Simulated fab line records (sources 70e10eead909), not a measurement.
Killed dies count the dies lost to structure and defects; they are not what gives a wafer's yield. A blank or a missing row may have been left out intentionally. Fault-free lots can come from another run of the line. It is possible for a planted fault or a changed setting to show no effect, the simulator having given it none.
Struck lot and sound lot, side by side    flow nand harc    43 out of 1159 route steps
Sound: the wafers L927.1, L927.2, L927.5. Struck: wafers L920.1, L920.2, L920.5. The cause is named last.
At each step with rows: each side's tool, then ch and its chambers, then its first start. Under that, the readings that differ: sound wafers    struck wafers    difference of the means    sigmas: that difference in standard deviations of wafers without a fault.
alike: same words and numbers on both sides, and readings whose means sit less than 2 such deviations apart. not compared: any withheld reading, any reading some wafer has no value for, any bound like >300 that may hide the same value, and any number with overlapping values for which the record gives no deviation.
The two part at a step that has a row with sigmas, a row that says differs or no value, or rows on one side only. When numbers do not overlap yet have no deviation, they are printed without sigmas and do not part them. A reading missing from all wafers of one side parts the sides only when that side holds two or more wafers.

first, 1 step without rows for these wafers: NHARC_A_CONTACT_ETCH_131 (etches the open film in C4F8/O2/Ar, time 155 s, target depth 956 nm).
NHARC_A_CONTACT_ETCH_132: etches the open film in C4F8/O2/Ar, time 156 s, target depth 958 nm.
  sound on har cap etch-03 ch 0,1, day 20 16:31; struck on har cap etch-02 ch 0,1, day 18 18:05
  not compared: rf hours counter h
then, 3 steps without rows for these wafers: NHARC_A_CONTACT_ETCH_133 (etches the open film in C4F8/O2/Ar, time 195 s, target depth 840 nm); NHARC_A_CONTACT_ETCH_91 (etches the open film in CH3F/O2, target depth 40 nm, time 85.7 s); NHARC_A_CONTACT_ETCH_97 (etches the open film in C4F6/O2, target depth 20 nm, time 10 s).
NHARC_A_CONTACT_CD_MEAS_80:
  sound: cd sem-03 at day 20 17:26; struck: cd sem-03 at day 18 19:01
  alike: cd nm
then, 4 steps without rows for these wafers: NHARC_A_CONTACT_STRIP_103 (strips in N2/H2); NHARC_A_CONTACT_STRIP_104 (strips in CF4/CHF3); NHARC_A_CONTACT_STRIP_105 (strips in O2/COS); NHARC_A_CONTACT_ETCH_106 (etches the open film in CF4/O2, target depth 60 nm, overetch 6 nm, time 33 s).
NHARC_A_CONTACT_STRIP_82: strips in O2.
  sound on rie diel-05 ch 0,3; struck on rie diel-11 ch 0,1
  alike: drypump motor current A, oes product au, rf vpp V, showerhead plenum p Torr, throttle valve pct
  not compared: rf hours counter h
then, 1 step without rows for these wafers: NHARC_A_CONTACT_STRIP_83 (strips in post etch residue remover, time 600 s).
NHARC_A_CONTACT_DEP_84: deposits aC, target thk 2000 nm.
  sound on acl dep-02 ch 0, day 20 18:49; struck on acl dep-01 ch 0, day 18 20:49
  alike: throttle valve pct
then, 11 steps without rows for these wafers: NHARC_A_CONTACT_DEP_85 (deposits SiON, target thk 50 nm); NHARC_A_CONTACT_DEHYDRATE_00 (time 120 s); NHARC_A_CONTACT_HMDS_01 (time 30 s); NHARC_A_CONTACT_COAT_86 (time 75 s); NHARC_A_CONTACT_COAT_87 (time 65 s); NHARC_A_CONTACT_COAT_02 (resist thk 90 nm); NHARC_A_CONTACT_SOFTBAKE_03 (time 55 s); NHARC_A_CONTACT_EBR_04; NHARC_A_CONTACT_EXPOSE_05 (exposes mask A CC); NHARC_A_CONTACT_PEB_06 (peb time 65 s); NHARC_A_CONTACT_DEVELOP_07 (develop time 35 s).
NHARC_A_CONTACT_CD_MEAS_08 targets a cd of 100 nm.
  sound on cd sem-02 ch 0, day 20 20:48; struck on cd sem-01 ch 0, day 18 22:47
  alike: cd nm
NHARC_A_CONTACT_OVL_MEAS_09:
  sound: overlay-02 at day 20 20:53; struck: overlay-01 at day 18 22:52
reading            sound           struck       difference  sigmas
overlay y nm (nm)  -0.9 -1.0 -0.4  1.6 1.7 1.5  +2.4        +3
  alike: overlay x nm
NHARC_A_CONTACT_INSPECT_10:
  sound: defect inspect-02 at day 20 20:55; struck: defect inspect-01 at day 18 22:55
  alike: raw defect count
then, 6 steps without rows for these wafers: NHARC_A_CONTACT_DESCUM_13 (chemistry O2, time 3 s); NHARC_A_CONTACT_ETCH_88 (etches the open film in CF4, target depth 39 nm, time 65 s); NHARC_A_CONTACT_ETCH_89 (etches the open film in N2/H2, target depth 260 nm, time 475.3 s); NHARC_A_CONTACT_ETCH_30 (etches the open film in CF4/CHF3, target depth 60.5 nm, time 30.2 s); NHARC_A_CONTACT_ETCH_31 (etches the open film in O2/COS, target depth 2000 nm, time 520 s); NHARC_A_CONTACT_ETCH_134 (etches the open film in C4F8/O2/Ar, time 140 s, target depth 700 nm).
NHARC_A_CONTACT_ETCH_135: etches the open film in C4F8/O2/Ar, time 132 s, target depth 1287 nm.
  sound on har cap etch-03 ch 0,1, day 20 22:11; struck on har cap etch-01 ch 0,1, day 19 00:23
  not compared: rf hours counter h
NHARC_A_CONTACT_ETCH_136: etches the open film in C4F8/O2/Ar, time 132 s, target depth 1287 nm.
  sound on har cap etch-03 ch 0,1, day 20 22:18; struck on har cap etch-01 ch 0,1, day 19 00:31
  not compared: rf hours counter h
NHARC_A_CONTACT_ETCH_137: etches the open film in C4F8/O2/Ar, time 132 s, target depth 1287 nm.
  sound on har cap etch-03 ch 0,1, day 20 22:25; struck on har cap etch-01 ch 0,1, day 19 00:38
  not compared: rf hours counter h
then, 4 steps without rows for these wafers: NHARC_A_CONTACT_ETCH_138 (etches the open film in C4F8/O2/Ar, time 132 s, target depth 1289 nm); NHARC_A_CONTACT_ETCH_139 (etches the open film in C4F8/O2/Ar, time 137 s, target depth 590 nm); NHARC_A_CONTACT_ETCH_92 (etches the open film in CH3F/O2, target depth 40 nm, time 85.7 s); NHARC_A_CONTACT_ETCH_98 (etches the open film in C4F6/O2, target depth 20 nm, time 10 s).
NHARC_A_CONTACT_CD_MEAS_15:
  sound: cd sem-03 at day 20 23:18; struck: cd sem-02 at day 19 01:39
  alike: cd nm
then, 1 step without rows for these wafers: NHARC_A_CONTACT_STRIP_107 (strips in N2/H2).
-- break in the record here, with 3 days between the starts of the struck wafers on either side (left off in module A_CONTACT, picked up again in module END, where the first step shown is number 1159 on the route) --
NHARC_END_SORT_01:
  the record has rows for the struck wafers here (prober-01 ch 0, day 21 15:47) and none for the sound ones

== WHERE THEY PART ==
First at NHARC_A_CONTACT_OVL_MEAS_09; last, within this record, at NHARC_END_SORT_01.

WHY: what had been put in by the simulator
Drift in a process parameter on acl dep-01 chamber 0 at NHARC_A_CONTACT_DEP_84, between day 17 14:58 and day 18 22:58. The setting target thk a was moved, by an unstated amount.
